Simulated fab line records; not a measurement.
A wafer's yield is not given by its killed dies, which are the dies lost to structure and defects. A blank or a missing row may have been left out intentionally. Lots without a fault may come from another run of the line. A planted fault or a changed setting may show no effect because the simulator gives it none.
Chamber matching + flow n5Finfet + N5_HKMG_FIN_CMP_23 on cmp-03 has 4 sister chambers
The step polishes, stops on SiNx, t overpolish 10 s, target thk 46.326 nm. 18 wafers are shown with their chamber, then 9 later ones without.

WAFERS WITH THEIR CHAMBER
| wafer  | chamber | motorCurrentA (A) | timeToEndpointS (s) | overpolishRunS (s) |
|--------|---------|-------------------|---------------------|--------------------|
| L079.1 | 1       | 11.6              | 12.7                | 10.00              |
| L079.2 | 2       | 11.0              | 11.7                | 10.02              |
| L079.6 | 0       | 12.4              | 11.2                | 10.00              |
| L085.1 | 1       | 11.4              | 13.9                | 9.99               |
| L085.2 | 3       | 12.2              | 11.2                | 9.98               |
| L085.6 | 3       | 11.5              | 13.0                | 10.00              |
| L086.3 | 3       | 12.3              | 12.0                | 10.01              |
| L086.4 | 2       | 10.7              | 15.8                | 10.00              |
| L086.5 | 3       | 12.5              | 10.3                | 9.98               |
| L087.3 | 1       | 11.7              | 14.4                | 9.98               |
| L087.5 | 1       | 11.5              | 14.1                | 9.99               |
| L087.6 | 0       | 11.7              | 14.5                | 9.99               |
| L088.1 | 2       | 10.5              | 13.1                | 10.01              |
| L088.2 | 3       | 12.1              | 8.7                 | 9.99               |
| L088.5 | 0       | 12.2              | 12.2                | 9.99               |
| L090.2 | 2       | 10.4              | 13.0                | 9.99               |
| L090.3 | 0       | 12.2              | 14.2                | 10.00              |
| L090.4 | 3       | 12.5              | 10.3                | 10.00              |

SIGNATURES (means of the wafers above)
| reading         | chamber 0 | chamber 1 | chamber 2 | chamber 3 | scatter within a chamber |
|-----------------|-----------|-----------|-----------|-----------|--------------------------|
| motorCurrentA   | 12.125    | 11.550    | 10.650    | 12.183    | 0.295                    |
| timeToEndpointS | 13.025    | 13.775    | 13.400    | 10.917    | 1.45                     |
| overpolishRunS  | 9.9950    | 9.9900    | 10.0050   | 9.9933    | 0.0105                   |
Rule: for a wafer and a chamber, the distance is found by dividing, reading by reading, the gap between the wafer's reading and the chamber's mean by the reading's scatter, squaring, summing and taking the root. If the next closest chamber is less than 2 further off than the closest, the wafer can't be placed; otherwise it belongs to the closest. The scatter: the root of (the sum of the squares of (reading less its chamber's mean) over the shown wafers, divided by (wafers less chambers)).

WAFERS WITHOUT THEIR CHAMBER
| wafer  | motorCurrentA (A) | timeToEndpointS (s) | overpolishRunS (s) |
|--------|-------------------|---------------------|--------------------|
| L091.3 | 11.7              | 14.8                | 9.99               |
| L091.5 | 10.6              | 13.1                | 10.00              |
| L091.6 | 11.4              | 16.1                | 10.02              |
| L094.1 | 11.8              | 13.5                | 10.00              |
| L094.5 | 11.1              | 13.2                | 10.01              |
| L094.6 | 10.3              | 13.6                | 10.00              |
| L095.2 | 12.2              | 10.5                | 10.01              |
| L095.3 | 12.1              | 13.5                | 10.01              |
| L095.5 | 11.9              | 10.2                | 10.02              |

EACH ONE'S CHAMBER
| wafer  | from the rows above               | in truth |
|--------|-----------------------------------|----------|
| L091.3 | can't be placed: 1 or 0           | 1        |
| L091.5 | 2                                 | 2        |
| L091.6 | can't be placed: 1 or 2 or 0 or 3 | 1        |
| L094.1 | can't be placed: 0 or 1 or 3      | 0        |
| L094.5 | can't be placed: 2 or 1           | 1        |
| L094.6 | 2                                 | 2        |
| L095.2 | can't be placed: 3 or 0           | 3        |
| L095.3 | can't be placed: 0 or 3 or 1      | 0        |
| L095.5 | can't be placed: 3 or 0 or 1      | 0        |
2 of 9 placed correctly. These rows do not allow placing 7 (true chamber among the candidates in 7). Placed wrongly: 0.
